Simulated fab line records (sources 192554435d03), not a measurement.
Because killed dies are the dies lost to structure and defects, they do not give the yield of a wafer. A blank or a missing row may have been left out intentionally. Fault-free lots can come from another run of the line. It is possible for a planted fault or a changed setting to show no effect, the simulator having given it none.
Matching of chambers    flow n5-finfet    N5_BEOL_M9_DEP_56 on pecvd-04 has 3 sister chambers
The step deposits SiCN from 3MS/NH3, target thk 15 nm, time 26.5 s. 24 wafers are shown with their chamber, then 12 later ones without.

WAFERS, EACH WITH ITS CHAMBER
wafer   chamber  throttle-valve-pct (%)  showerhead-plenum-p-Torr (Torr)
L075.1  1        9.0                     3.676
L075.4  2        9.0                     3.665
L075.5  0        8.3                     3.657
L076.4  1        9.2                     3.683
L076.5  1        8.9                     3.670
L076.6  2        9.1                     3.655
L080.3  0        8.8                     3.652
L080.4  2        8.9                     3.671
L080.5  0        8.6                     3.657
L082.3  2        9.1                     3.664
L082.5  2        9.1                     3.665
L082.6  0        8.6                     3.654
L083.2  0        8.7                     3.656
L083.3  1        9.2                     3.666
L083.5  2        9.0                     3.666
L084.2  1        9.0                     3.662
L084.3  2        9.0                     3.667
L084.5  0        8.6                     3.656
L086.2  1        9.0                     3.665
L086.3  2        9.2                     3.668
L086.6  1        8.8                     3.671
L087.1  2        9.0                     3.666
L087.5  2        8.8                     3.658
L087.6  0        8.5                     3.636

SIGNATURES, as means of the wafers listed above
reading                   chamber 0  chamber 1  chamber 2  scatter within a chamber
throttle-valve-pct        8.586      9.014      9.020      0.137
showerhead-plenum-p-Torr  3.65257    3.67043    3.66450    0.00635
Rule: for a wafer and a chamber, the distance is found by dividing, reading by reading, the gap between the wafer's reading and the chamber's mean by the reading's scatter, squaring, summing and taking the root. The wafer belongs to the nearest chamber; if the next one is less than 2 further off, it can't be placed. The scatter: the root of (the sum of the squares of (reading less its chamber's mean) over the shown wafers, divided by (wafers less chambers)).

WAFERS WITHOUT THEIR CHAMBER
wafer   throttle-valve-pct (%)  showerhead-plenum-p-Torr (Torr)
L089.1  8.9                     3.674
L089.3  9.1                     3.669
L089.5  9.1                     3.665
L090.4  9.0                     3.666
L090.5  8.5                     3.653
L090.6  9.1                     3.674
L092.1  9.1                     3.667
L092.2  8.3                     3.655
L092.3  8.9                     3.667
L094.1  9.1                     3.679
L094.4  9.0                     3.674
L094.5  8.7                     3.650

CHAMBER TAKEN BY EACH
wafer   from the rows above      in truth
L089.1  can't be placed: 1 or 2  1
L089.3  can't be placed: 1 or 2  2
L089.5  can't be placed: 2 or 1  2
L090.4  can't be placed: 2 or 1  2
L090.5  0                        0
L090.6  can't be placed: 1 or 2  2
L092.1  can't be placed: 2 or 1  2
L092.2  0                        0
L092.3  can't be placed: 2 or 1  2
L094.1  can't be placed: 1 or 2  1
L094.4  can't be placed: 1 or 2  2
L094.5  0                        0
Correct placement for 3 of the 12. Unplaceable from these rows: 9, with the true chamber sitting among the candidates in 9. Number placed wrongly: 0.
